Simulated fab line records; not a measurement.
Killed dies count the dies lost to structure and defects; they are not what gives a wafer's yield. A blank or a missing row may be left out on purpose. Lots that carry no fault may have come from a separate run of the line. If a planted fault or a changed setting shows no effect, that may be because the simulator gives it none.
fab line records	flow n5-finfet
[record] lots = 24	wafers = 72	last-day = 18
route steps=1938 shown BEOL_M4@1067
lots untouched by any fault: they come from a run of this same line in which no faults occurred
start-h: start of the lot's first displayed wafer, in hours after the record's first day	wait-h: hours elapsed since this lot's preceding step	" as in the row above	L1.1+2: a single row standing in for several wafers	- value missing, or start not given	* or withheld: withheld	< > ~ a bound
route shown NAME@n: names a module that has steps shown in the file, with the first one's number in the route	usual: the fault-free wafers' mean and standard deviation	same: alike in all rows	chamber/n: place in a boat	sites: readings site by site	_std_site: standard deviation across them	_edge_site: the outer-site mean with the inner-site mean subtracted	radius-mm: for every site, how far away it sits from the centre of the wafer	mask NAME#n: copy n	behind: tool/chamber where the wafer was last shaped	hold: why the lot was held/for how many hours/how that ended	device: the n, p or np transistor that did not switch	end of line: the tests these same wafers got at the end of their route	a step given without rows: its recipe and nothing more	killed: dies lost to structure and defects at the first sort, not the wafer's yield	map: dies across one wafer; x = killed, . = not, _ = none there
set.NAME: the run value of the setting; set.NAME@STEP: its run value at that earlier step	model.NAME: the simulator's own value behind a step, which no gauge read
the route's steps for a sample of lots (tables are steps, rows are wafers)
services: a tool's chamber out of use, with start hour (start-h, from the record's first day; less than 0 if before it), hours out, and reason
[[steps]]
[step N5_BEOL_M4_VIA_ETCH_34]
[recipe] chemistry = C4F6/O2	target-depth-a = 694	mask-material = SOC	pressure-mtorr = 15	ion-energy-ev = 250	taper-deg = 4	time-s = 65.9	source-w = 350	bias-w = 170	Ar_flow_sccm = 300	C4F6_flow_sccm = 10	O2_flow_sccm = 10
[usual] drypump-motor-current-A = 5.7/0.34	oes-product-au = 0.82/0.084	rf-vpp-V = 665/11	showerhead-plenum-p-Torr = 2.87/0.097	throttle-valve-pct = 30.85/0.3
lot.wafer	tool	chamber	start-h	wait-h	drypump-motor-current-A	oes-product-au	rf-hours-counter-h	rf-vpp-V	showerhead-plenum-p-Torr	throttle-valve-pct
L074.1	rie-diel-03	0	178.84	0.0	5.5	0.72	195	680	2.92	30.96
L074.3	"	2	"	"	5.7	0.75	166	645	2.73	30.77
L074.5	"	2	"	"	5.7	0.75	-	645	2.73	30.74
L075.3	rie-diel-01	0	179.09	0.0	6.2	0.79	126	661	2.87	30.99
L075.4	"	0	"	"	6.2	0.79	-	660	2.87	31.01
L075.6	"	2	"	"	6.2	0.96	-	676	2.94	31.20
L076.1	rie-diel-03	3	193.17	0.0	5.6	0.84	70	654	2.90	30.99
L076.3	"	1	"	"	5.4	0.70	221	671	2.71	31.00
L076.6	"	0	"	"	5.5	0.71	-	680	2.91	30.97
L077.1	rie-diel-01	0	193.93	0.0	6.2	0.79	133	662	2.87	31.01
L077.3	"	3	"	"	5.1	0.96	6	655	3.01	30.40
L077.5	"	1	"	"	5.9	0.77	-	681	2.97	30.52
L078.2	rie-diel-05	3	196.73	0.0	5.3	0.96	12	665	2.76	30.87
L078.4	"	0	"	"	5.8	0.75	187	660	2.79	30.21
L078.5	"	1	"	"	5.8	0.88	-	663	2.92	30.77
L080.1	rie-diel-03	1	196.97	0.0	5.4	0.70	223	671	2.71	31.02
L080.2	"	0	"	"	5.5	0.70	203	681	2.91	30.97
L080.6	"	2	"	"	5.7	0.74	-	645	2.73	30.77
L079.3	rie-diel-03	1	199.69	0.0	5.4	0.71	223	669	2.71	31.01
L079.4	"	3	"	"	5.6	0.85	72	655	2.90	30.97
L079.6	"	3	"	"	5.6	0.85	-	654	2.90	30.99
L082.2	rie-diel-05	3	221.70	0.0	5.3	0.92	21	663	2.76	30.88
L082.4	"	1	"	"	5.8	0.86	58	661	2.92	30.80
L082.6	"	0	"	"	5.8	0.74	-	662	2.78	30.22
L081.2	rie-diel-01	1	221.88	0.0	5.9	0.77	126	678	2.96	30.51
L081.4	"	0	"	"	6.2	0.78	144	662	2.87	31.04
L081.5	"	3	"	"	5.2	0.92	-	657	3.00	30.42
L083.2	rie-diel-01	3	224.96	0.0	5.1	0.92	18	656	3.00	30.41
L083.4	"	2	"	"	6.2	0.92	34	675	2.93	31.23
L083.5	"	3	"	"	5.1	0.92	-	656	3.00	30.42
L084.1	rie-diel-03	1	224.96	0.0	5.4	0.71	232	671	2.71	31.02
L084.3	"	0	"	"	5.6	0.69	212	680	2.91	30.97
L084.4	"	2	"	"	5.8	0.74	184	645	2.73	30.77
L085.3	rie-diel-01	3	246.55	0.0	5.1	0.91	23	655	3.00	30.41
L085.5	"	1	"	"	5.9	0.76	-	680	2.96	30.53
L085.6	"	0	"	"	6.2	0.78	-	661	2.86	31.02
L087.2	rie-diel-01	3	247.03	0.0	5.1	0.91	24	658	3.00	30.41
L087.4	"	0	"	"	6.2	0.77	150	661	2.86	31.03
L087.6	"	1	"	"	5.9	0.76	-	679	2.96	30.52
L088.2	rie-diel-01	2	250.83	0.0	6.2	0.92	42	674	2.93	31.23
L088.3	"	3	"	"	5.1	0.91	25	656	3.00	30.41
L088.5	"	3	"	"	5.2	0.90	-	656	3.00	30.43
L086.1	rie-diel-03	1	254.13	0.0	5.4	0.69	242	672	2.70	31.02
L086.2	"	0	"	"	5.6	0.69	222	680	2.90	31.01
L086.5	"	2	"	"	5.7	0.73	-	645	2.72	30.78
L089.2	rie-diel-05	2	254.62	0.0	5.9	0.90	42	666	2.77	31.17
L089.4	"	0	"	"	5.8	0.74	207	662	2.78	30.24
L089.6	"	2	"	"	5.9	0.91	-	666	2.77	31.17
L091.2	rie-diel-01	0	265.19	0.0	6.2	0.77	156	663	2.86	31.04
L091.4	"	2	"	"	6.2	0.90	48	675	2.93	31.24
L091.6	"	2	"	"	6.2	0.91	-	674	2.93	31.24
L090.1	rie-diel-01	3	274.34	0.0	5.1	0.88	34	654	3.00	30.41
L090.5	"	3	"	"	5.2	0.88	-	655	3.00	30.42
L090.6	"	2	"	"	6.2	0.89	-	675	2.93	31.23
L092.2	rie-diel-01	3	278.59	0.0	5.2	0.89	35	655	3.00	30.43
L092.5	"	2	"	"	6.2	0.90	-	675	2.93	31.24
L092.6	"	1	"	"	5.9	0.75	-	679	2.96	30.54
L093.3	rie-diel-03	0	282.02	0.0	5.6	0.69	231	680	2.90	31.01
L093.4	"	0	"	"	5.6	0.69	-	680	2.90	31.02
L093.5	"	3	"	"	5.6	0.82	-	654	2.89	31.02
L094.4	rie-diel-03	1	297.07	0.0	5.4	1.00	-	681	3.04	31.23
L094.5	"	3	"	"	5.6	0.80	-	653	2.88	31.02
L094.6	"	2	"	"	5.7	0.70	-	645	2.72	30.79
L095.1	rie-diel-05	1	297.24	0.0	5.8	0.83	79	661	2.91	30.81
L095.5	"	2	"	"	5.8	0.88	-	666	2.76	31.20
L095.6	"	3	"	"	5.3	0.88	-	665	2.75	30.92
L097.1	rie-diel-01	2	320.42	0.0	6.2	0.88	69	675	2.92	31.26
L097.4	"	1	"	"	6.0	0.73	-	679	2.95	30.55
L097.5	"	2	"	"	6.2	0.87	-	676	2.92	31.27
L096.1	rie-diel-05	0	320.67	0.0	5.8	0.72	228	661	2.77	30.27
L096.2	"	3	"	"	5.3	0.86	59	663	2.74	30.91
L096.3	"	2	"	"	5.9	0.86	70	665	2.76	31.20
[step N5_BEOL_M4_ETCH_41]
[recipe] chemistry = CH3F/O2	target = SiCN	target-depth-a = 299	taper-deg = 2	time-s = 52.5	ion-energy-ev = 120	mask-material = TiN	pressure-mtorr = 30	source-w = 395	bias-w = 75	Ar_flow_sccm = 150	CH3F_flow_sccm = 30	O2_flow_sccm = 20
[usual] drypump-motor-current-A = 5.7/0.35	oes-product-au = 0.82/0.082	rf-vpp-V = 297.6/1.7	showerhead-plenum-p-Torr = 2.02/0.071	throttle-valve-pct = 16.36/0.19
lot.wafer	tool	chamber	start-h	wait-h	drypump-motor-current-A	oes-product-au	rf-hours-counter-h	rf-vpp-V	showerhead-plenum-p-Torr	throttle-valve-pct
L074.1	rie-diel-03	0	-	-	5.5	0.71	195	299.1	2.06	16.71
L074.3	"	2	"	"	5.7	0.75	167	295.1	1.92	16.33
L074.5	"	2	"	"	5.7	0.75	-	295.7	1.92	16.33
L075.3	rie-diel-01	0	-	-	6.2	0.79	126	298.9	2.02	16.50
L075.4	"	0	"	"	6.2	0.79	-	298.2	2.02	16.51
L075.6	"	2	"	"	6.2	0.96	-	298.7	2.07	16.33
L076.1	rie-diel-03	3	-	-	5.6	0.85	70	298.1	2.04	16.26
L076.3	"	1	"	"	5.4	0.71	221	293.8	1.90	16.61
L076.6	"	0	"	"	5.5	0.71	-	298.3	2.05	16.69
L077.1	rie-diel-01	0	-	-	6.2	0.78	133	296.9	2.02	16.52
L077.3	"	3	"	"	5.2	0.95	6	298.8	2.13	16.02
L077.5	"	1	"	"	5.9	0.77	-	300.7	2.09	16.18
L078.2	rie-diel-05	3	-	-	5.3	0.94	12	295.9	1.95	16.41
L078.4	"	0	"	"	5.8	0.74	187	296.3	1.96	16.20
L078.5	"	1	"	"	5.8	0.88	-	298.1	2.05	16.08
L080.1	rie-diel-03	1	-	-	5.4	0.71	223	295.6	1.90	16.62
L080.2	"	0	"	"	5.6	0.71	203	299.4	2.05	16.70
L080.6	"	2	"	"	5.7	0.74	-	295.3	1.92	16.35
L079.3	rie-diel-03	1	-	-	5.4	0.71	223	294.2	1.90	16.61
L079.4	"	3	"	"	5.6	0.83	72	297.9	2.04	16.25
L079.6	"	3	"	"	5.7	0.84	-	297.9	2.04	16.25
L082.2	rie-diel-05	3	-	-	5.3	0.93	21	296.2	1.94	16.43
L082.4	"	1	"	"	5.8	0.86	58	297.2	2.05	16.08
L082.6	"	0	"	"	5.8	0.74	-	296.4	1.96	16.23
L081.2	rie-diel-01	1	-	-	5.9	0.77	126	299.0	2.09	16.19
L081.4	"	0	"	"	6.2	0.78	144	296.9	2.02	16.53
L081.5	"	3	"	"	5.1	0.91	-	300.0	2.12	16.02
L083.2	rie-diel-01	3	-	-	5.1	0.92	18	300.2	2.12	16.03
L083.4	"	2	"	"	6.2	0.93	34	299.2	2.06	16.38
L083.5	"	3	"	"	5.1	0.91	-	300.6	2.12	16.02
L084.1	rie-diel-03	1	-	-	5.4	0.71	232	294.4	1.90	16.64
L084.3	"	0	"	"	5.6	0.70	212	299.6	2.05	16.74
L084.4	"	2	"	"	5.7	0.75	184	294.3	1.91	16.36
L085.3	rie-diel-01	3	-	-	5.1	0.90	23	300.4	2.12	16.04
L085.5	"	1	"	"	5.9	0.76	-	298.9	2.09	16.21
L085.6	"	0	"	"	6.2	0.77	-	296.1	2.01	16.55
L087.2	rie-diel-01	3	-	-	5.1	0.91	24	299.3	2.12	16.05
L087.4	"	0	"	"	6.2	0.78	150	298.3	2.01	16.54
L087.6	"	1	"	"	5.9	0.76	-	299.2	2.09	16.20
L088.2	rie-diel-01	2	-	-	6.2	0.92	43	298.3	2.06	16.40
L088.3	"	3	"	"	5.1	0.90	25	299.4	2.12	16.04
L088.5	"	3	"	"	5.1	0.90	-	300.2	2.12	16.05
L086.1	rie-diel-03	1	-	-	5.4	0.70	242	294.2	1.89	16.66
L086.2	"	0	"	"	5.5	0.69	222	300.4	2.05	16.75
L086.5	"	2	"	"	5.8	0.73	-	294.2	1.91	16.37
L089.2	rie-diel-05	2	-	-	5.8	0.90	42	295.4	1.95	16.53
L089.4	"	0	"	"	5.8	0.74	207	296.2	1.95	16.24
L089.6	"	2	"	"	5.8	0.90	-	296.9	1.95	16.52
L091.2	rie-diel-01	0	-	-	6.2	0.77	156	297.1	2.01	16.55
L091.4	"	2	"	"	6.2	0.91	48	298.9	2.06	16.41
L091.6	"	2	"	"	6.2	0.90	-	297.0	2.06	16.42
L090.1	rie-diel-01	3	-	-	5.1	0.89	34	298.7	2.12	16.07
L090.5	"	3	"	"	5.1	0.88	-	299.3	2.12	16.07
L090.6	"	2	"	"	6.2	0.90	-	297.9	2.06	16.41
L092.2	rie-diel-01	3	-	-	5.1	0.88	35	300.3	2.12	16.06
L092.5	"	2	"	"	6.2	0.89	-	298.8	2.06	16.42
L092.6	"	1	"	"	6.0	0.75	-	298.8	2.08	16.24
L093.3	rie-diel-03	0	-	-	5.5	0.68	231	298.4	2.04	16.77
L093.4	"	0	"	"	5.5	0.68	-	296.5	2.04	16.76
L093.5	"	3	"	"	5.6	0.81	-	299.4	2.03	16.31
L094.4	rie-diel-03	1	-	-	5.4	0.99	-	300.1	2.14	16.29
L094.5	"	3	"	"	5.6	0.79	-	296.5	2.03	16.32
L094.6	"	2	"	"	5.7	0.70	-	295.4	1.91	16.41
L095.1	rie-diel-05	1	-	-	5.8	0.84	79	297.1	2.04	16.12
L095.5	"	2	"	"	5.8	0.86	-	296.1	1.94	16.55
L095.6	"	3	"	"	5.3	0.87	-	296.6	1.93	16.50
L097.1	rie-diel-01	2	-	-	6.2	0.88	69	298.5	2.05	16.45
L097.4	"	1	"	"	5.9	0.74	-	299.4	2.08	16.25
L097.5	"	2	"	"	6.2	0.87	-	297.5	2.05	16.47
L096.1	rie-diel-05	0	-	-	5.8	0.72	229	297.4	1.95	16.29
L096.2	"	3	"	"	5.3	0.87	59	295.4	1.93	16.51
L096.3	"	2	"	"	5.9	0.86	70	294.7	1.94	16.58
[step N5_BEOL_M4_ANNEAL_80]
[recipe] temp-c = 400	time-s = 240	ambient = vacuum
[usual] heater-power-w = 838/55
lot.wafer	tool	chamber	start-h	wait-h	heater-power-w
L074.1	pvd-sputter-02	-	180.67	0.0	761
L074.3	"	-	"	"	905
L074.5	"	-	"	"	814
L075.3	pvd-sputter-01	-	180.80	0.0	853
L075.4	"	-	"	"	863
L075.6	"	-	"	"	838
L076.1	pvd-sputter-01	-	195.34	0.0	740
L076.3	"	-	"	"	885
L076.6	"	-	"	"	833
L077.1	pvd-sputter-02	-	195.74	0.0	773
L077.3	"	-	"	"	835
L077.5	"	-	"	"	836
L078.2	pvd-sputter-01	-	198.10	0.0	831
L078.4	"	-	"	"	928
L078.5	"	-	"	"	930
L080.1	pvd-sputter-03	-	199.88	0.0	778
L080.2	"	-	"	"	854
L080.6	"	-	"	"	857
L079.3	pvd-sputter-02	-	201.52	0.0	843
L079.4	"	-	"	"	792
L079.6	"	-	"	"	905
L082.2	pvd-sputter-01	-	223.30	0.0	755
L082.4	"	-	"	"	930
L082.6	"	-	"	"	931
L081.2	pvd-sputter-03	-	223.76	0.0	937
L081.4	"	-	"	"	844
L081.5	"	-	"	"	831
L083.2	pvd-sputter-02	-	227.85	0.0	830
L083.4	"	-	"	"	930
L083.5	"	-	"	"	853
L084.1	pvd-sputter-01	-	227.99	0.0	919
L084.3	"	-	"	"	858
L084.4	"	-	"	"	755
L085.3	pvd-sputter-02	-	248.65	0.0	840
L085.5	"	-	"	"	853
L085.6	"	-	"	"	770
L087.2	pvd-sputter-01	-	249.78	0.0	735
L087.4	"	-	"	"	819
L087.6	"	-	"	"	719
L088.2	pvd-sputter-02	-	252.73	0.0	839
L088.3	"	-	"	"	913
L088.5	"	-	"	"	910
L086.1	pvd-sputter-03	-	255.64	0.0	836
L086.2	"	-	"	"	902
L086.5	"	-	"	"	887
L089.2	pvd-sputter-03	-	257.93	0.0	843
L089.4	"	-	"	"	900
L089.6	"	-	"	"	924
L091.2	pvd-sputter-02	-	267.23	0.0	905
L091.4	"	-	"	"	823
L091.6	"	-	"	"	889
L090.1	pvd-sputter-02	-	276.17	0.0	823
L090.5	"	-	"	"	825
L090.6	"	-	"	"	820
L092.2	pvd-sputter-02	-	280.93	0.0	899
L092.5	"	-	"	"	832
L092.6	"	-	"	"	810
L093.3	pvd-sputter-01	-	283.58	0.0	871
L093.4	"	-	"	"	815
L093.5	"	-	"	"	846
L094.4	pvd-sputter-02	-	300.26	0.0	792
L094.5	"	-	"	"	834
L094.6	"	-	"	"	848
L095.1	pvd-sputter-03	-	300.98	0.0	914
L095.5	"	-	"	"	842
L095.6	"	-	"	"	784
L097.1	pvd-sputter-02	-	322.11	0.0	808
L097.4	"	-	"	"	940
L097.5	"	-	"	"	758
L096.1	pvd-sputter-01	-	324.37	0.0	740
L096.2	"	-	"	"	823
L096.3	"	-	"	"	910
[step N5_BEOL_M4_ANNEAL_82]
[recipe] temp-c = 400	time-s = 240	ambient = vacuum
[usual] heater-power-w = 840/55
lot.wafer	tool	chamber	start-h	wait-h	heater-power-w
L074.1	pvd-sputter-02	-	180.89	0.0	766
L074.3	"	-	"	"	907
L074.5	"	-	"	"	831
L075.3	pvd-sputter-01	-	181.02	0.0	825
L075.4	"	-	"	"	853
L075.6	"	-	"	"	827
L076.1	pvd-sputter-01	-	195.56	0.0	749
L076.3	"	-	"	"	870
L076.6	"	-	"	"	863
L077.1	pvd-sputter-02	-	195.96	0.0	784
L077.3	"	-	"	"	837
L077.5	"	-	"	"	839
L078.2	pvd-sputter-01	-	198.32	0.0	818
L078.4	"	-	"	"	931
L078.5	"	-	"	"	907
L080.1	pvd-sputter-03	-	200.10	0.0	785
L080.2	"	-	"	"	861
L080.6	"	-	"	"	853
L079.3	pvd-sputter-02	-	201.74	0.0	839
L079.4	"	-	"	"	793
L079.6	"	-	"	"	893
L082.2	pvd-sputter-01	-	223.52	0.0	725
L082.4	"	-	"	"	917
L082.6	"	-	"	"	928
L081.2	pvd-sputter-03	-	223.98	0.0	902
L081.4	"	-	"	"	852
L081.5	"	-	"	"	844
L083.2	pvd-sputter-02	-	228.07	0.0	830
L083.4	"	-	"	"	937
L083.5	"	-	"	"	840
L084.1	pvd-sputter-01	-	228.21	0.0	915
L084.3	"	-	"	"	860
L084.4	"	-	"	"	757
L085.3	pvd-sputter-02	-	248.87	0.0	844
L085.5	"	-	"	"	832
L085.6	"	-	"	"	797
L087.2	pvd-sputter-01	-	250.00	0.0	736
L087.4	"	-	"	"	851
L087.6	"	-	"	"	734
L088.2	pvd-sputter-02	-	252.95	0.0	855
L088.3	"	-	"	"	906
L088.5	"	-	"	"	904
L086.1	pvd-sputter-03	-	255.88	0.0	831
L086.2	"	-	"	"	899
L086.5	"	-	"	"	911
L089.2	pvd-sputter-03	-	258.15	0.0	835
L089.4	"	-	"	"	913
L089.6	"	-	"	"	902
L091.2	pvd-sputter-02	-	267.45	0.0	928
L091.4	"	-	"	"	832
L091.6	"	-	"	"	937
L090.1	pvd-sputter-02	-	276.39	0.0	829
L090.5	"	-	"	"	825
L090.6	"	-	"	"	843
L092.2	pvd-sputter-02	-	281.15	0.0	927
L092.5	"	-	"	"	834
L092.6	"	-	"	"	830
L093.3	pvd-sputter-01	-	283.80	0.0	857
L093.4	"	-	"	"	828
L093.5	"	-	"	"	845
L094.4	pvd-sputter-02	-	300.48	0.0	784
L094.5	"	-	"	"	833
L094.6	"	-	"	"	856
L095.1	pvd-sputter-03	-	301.20	0.0	940
L095.5	"	-	"	"	812
L095.6	"	-	"	"	799
L097.1	pvd-sputter-02	-	323.63	0.0	804
L097.4	"	-	"	"	902
L097.5	"	-	"	"	773
L096.1	pvd-sputter-01	-	324.59	0.0	747
L096.2	"	-	"	"	849
L096.3	"	-	"	"	935
[step N5_BEOL_M4_SPUTTER_90]
[recipe] material = Cu	target-thk-a = 45	temp-c = -20	chamber-pressure-pa = 0.07	power-w = withheld	time-s = 8.29
[usual] substrate-temp-c = -20.01/0.11	throttle-valve-pct = 30.6/0.77
lot.wafer	tool	chamber	start-h	wait-h	substrate-temp-c	throttle-valve-pct
L074.1	pvd-sputter-02	-	181.47	0.1	-20.01	29.8
L074.3	"	-	"	"	-19.88	30.5
L074.5	"	-	"	"	-20.08	30.9
L075.3	pvd-sputter-01	-	181.60	0.1	-19.89	31.4
L075.4	"	-	"	"	-20.00	30.5
L075.6	"	-	"	"	-20.00	31.3
L076.1	pvd-sputter-01	-	196.14	0.1	-20.31	31.5
L076.3	"	-	"	"	-20.03	30.4
L076.6	"	-	"	"	-20.16	30.8
L077.1	pvd-sputter-02	-	196.54	0.1	-19.73	29.7
L077.3	"	-	"	"	-19.97	30.5
L077.5	"	-	"	"	-20.20	30.6
L078.2	pvd-sputter-01	-	198.90	0.1	-19.80	31.2
L078.4	"	-	"	"	-20.13	30.0
L078.5	"	-	"	"	-19.95	29.8
L080.1	pvd-sputter-03	-	200.68	0.1	-20.03	31.0
L080.2	"	-	"	"	-19.93	29.6
L080.6	"	-	"	"	-20.08	29.9
L079.3	pvd-sputter-02	-	202.32	0.1	-20.18	30.3
L079.4	"	-	"	"	-20.19	30.0
L079.6	"	-	"	"	-19.98	30.4
L082.2	pvd-sputter-01	-	224.10	0.1	-20.01	31.9
L082.4	"	-	"	"	-20.09	30.2
L082.6	"	-	"	"	-20.08	30.1
L081.2	pvd-sputter-03	-	224.56	0.1	-19.98	32.1
L081.4	"	-	"	"	-20.18	29.1
L081.5	"	-	"	"	-20.00	29.1
L083.2	pvd-sputter-02	-	228.65	0.1	-19.96	30.4
L083.4	"	-	"	"	-20.06	30.6
L083.5	"	-	"	"	-20.13	30.4
L084.1	pvd-sputter-01	-	228.79	0.1	-19.90	30.1
L084.3	"	-	"	"	-20.04	30.4
L084.4	"	-	"	"	-20.06	31.7
L085.3	pvd-sputter-02	-	249.45	0.1	-20.10	30.7
L085.5	"	-	"	"	-20.04	30.5
L085.6	"	-	"	"	-20.04	29.9
L087.2	pvd-sputter-01	-	250.58	0.1	-20.13	31.9
L087.4	"	-	"	"	-20.00	31.6
L087.6	"	-	"	"	-19.87	31.6
L088.2	pvd-sputter-02	-	253.53	0.1	-19.99	30.8
L088.3	"	-	"	"	-20.04	30.4
L088.5	"	-	"	"	-20.07	30.5
L086.1	pvd-sputter-03	-	256.51	0.1	-20.00	29.7
L086.2	"	-	"	"	-20.13	32.4
L086.5	"	-	"	"	-20.01	32.1
L089.2	pvd-sputter-03	-	258.73	0.1	-20.02	29.8
L089.4	"	-	"	"	-19.97	32.1
L089.6	"	-	"	"	-20.17	32.1
L091.2	pvd-sputter-02	-	268.03	0.1	-19.88	30.4
L091.4	"	-	"	"	-20.02	30.8
L091.6	"	-	"	"	-19.93	30.2
L090.1	pvd-sputter-02	-	276.97	0.1	-19.99	30.5
L090.5	"	-	"	"	-19.88	30.7
L090.6	"	-	"	"	-19.98	30.6
L092.2	pvd-sputter-02	-	281.73	0.1	-19.89	30.5
L092.5	"	-	"	"	-20.09	30.4
L092.6	"	-	"	"	-19.87	30.6
L093.3	pvd-sputter-01	-	284.38	0.1	-20.13	30.3
L093.4	"	-	"	"	-20.02	31.4
L093.5	"	-	"	"	-20.30	30.5
L094.4	pvd-sputter-02	-	301.06	0.1	-19.96	29.8
L094.5	"	-	"	"	-19.90	30.6
L094.6	"	-	"	"	-19.89	30.7
L095.1	pvd-sputter-03	-	301.78	0.1	-20.05	32.1
L095.5	"	-	"	"	-20.15	29.0
L095.6	"	-	"	"	-19.98	31.1
L097.1	pvd-sputter-02	-	324.21	0.1	-19.98	30.8
L097.4	"	-	"	"	-19.86	30.4
L097.5	"	-	"	"	-20.06	29.9
L096.1	pvd-sputter-01	-	325.17	0.1	-19.88	31.6
L096.2	"	-	"	"	-19.99	31.4
L096.3	"	-	"	"	-19.94	30.2
[step N5_BEOL_M4_ANNEAL_95]
[recipe] temp-c = 400	time-s = 240	ambient = vacuum
[usual] heater-power-w = 837/55
lot.wafer	tool	chamber	start-h	wait-h	heater-power-w
L074.1	pvd-sputter-02	-	181.99	0.0	788
L074.3	"	-	"	"	907
L074.5	"	-	"	"	824
L075.3	pvd-sputter-01	-	182.12	0.0	842
L075.4	"	-	"	"	857
L075.6	"	-	"	"	819
L076.1	pvd-sputter-01	-	196.66	0.0	718
L076.3	"	-	"	"	872
L076.6	"	-	"	"	816
L077.1	pvd-sputter-02	-	197.06	0.0	777
L077.3	"	-	"	"	843
L077.5	"	-	"	"	811
L078.2	pvd-sputter-01	-	199.42	0.0	820
L078.4	"	-	"	"	926
L078.5	"	-	"	"	909
L080.1	pvd-sputter-03	-	201.20	0.0	776
L080.2	"	-	"	"	854
L080.6	"	-	"	"	843
L079.3	pvd-sputter-02	-	202.88	0.0	833
L079.4	"	-	"	"	779
L079.6	"	-	"	"	910
L082.2	pvd-sputter-01	-	224.62	0.0	748
L082.4	"	-	"	"	908
L082.6	"	-	"	"	920
L081.2	pvd-sputter-03	-	225.08	0.0	891
L081.4	"	-	"	"	827
L081.5	"	-	"	"	835
L083.2	pvd-sputter-02	-	229.17	0.0	817
L083.4	"	-	"	"	908
L083.5	"	-	"	"	832
L084.1	pvd-sputter-01	-	229.31	0.0	927
L084.3	"	-	"	"	865
L084.4	"	-	"	"	730
L085.3	pvd-sputter-02	-	249.97	0.0	829
L085.5	"	-	"	"	841
L085.6	"	-	"	"	772
L087.2	pvd-sputter-01	-	251.10	0.0	731
L087.4	"	-	"	"	836
L087.6	"	-	"	"	732
L088.2	pvd-sputter-02	-	254.05	0.0	835
L088.3	"	-	"	"	889
L088.5	"	-	"	"	918
L086.1	pvd-sputter-03	-	257.07	0.0	841
L086.2	"	-	"	"	899
L086.5	"	-	"	"	891
L089.2	pvd-sputter-03	-	259.25	0.0	836
L089.4	"	-	"	"	917
L089.6	"	-	"	"	913
L091.2	pvd-sputter-02	-	268.55	0.0	890
L091.4	"	-	"	"	782
L091.6	"	-	"	"	926
L090.1	pvd-sputter-02	-	277.49	0.0	836
L090.5	"	-	"	"	804
L090.6	"	-	"	"	852
L092.2	pvd-sputter-02	-	282.25	0.0	933
L092.5	"	-	"	"	838
L092.6	"	-	"	"	840
L093.3	pvd-sputter-01	-	284.90	0.0	869
L093.4	"	-	"	"	818
L093.5	"	-	"	"	838
L094.4	pvd-sputter-02	-	301.58	0.0	769
L094.5	"	-	"	"	812
L094.6	"	-	"	"	836
L095.1	pvd-sputter-03	-	302.30	0.0	915
L095.5	"	-	"	"	855
L095.6	"	-	"	"	769
L097.1	pvd-sputter-02	-	324.73	0.0	811
L097.4	"	-	"	"	897
L097.5	"	-	"	"	777
L096.1	pvd-sputter-01	-	325.69	0.0	738
L096.2	"	-	"	"	838
L096.3	"	-	"	"	932
[[services]]
tool	chamber	start-h	hours	kind
rie-diel-05	-	180.40	15.6	pm
rie-diel-03	-	253.52	0.4	repair
rie-diel-05	0	265.47	8.7	repair
rie-diel-03	1	276.68	-	clean
rie-diel-03	1	276.68	-	consumable-replace:focus-ring
rie-diel-03	1	276.68	-	consumable-replace:showerhead
rie-diel-03	1	276.68	18.7	scheduled-down
rie-diel-03	1	276.68	18.7	vent-cycle
rie-diel-05	2	279.25	2.4	repair
rie-diel-05	0	287.52	1.8	repair
rie-diel-01	3	288.67	23.6	repair
pvd-sputter-02	-	288.91	7.9	repair
rie-diel-05	1	290.79	6.3	repair
rie-diel-03	0	293.22	10.1	repair
pvd-sputter-02	-	303.50	6.2	repair
rie-diel-01	0	317.16	9.8	repair
rie-diel-05	1	317.84	8.7	repair
[[key]]
fault none
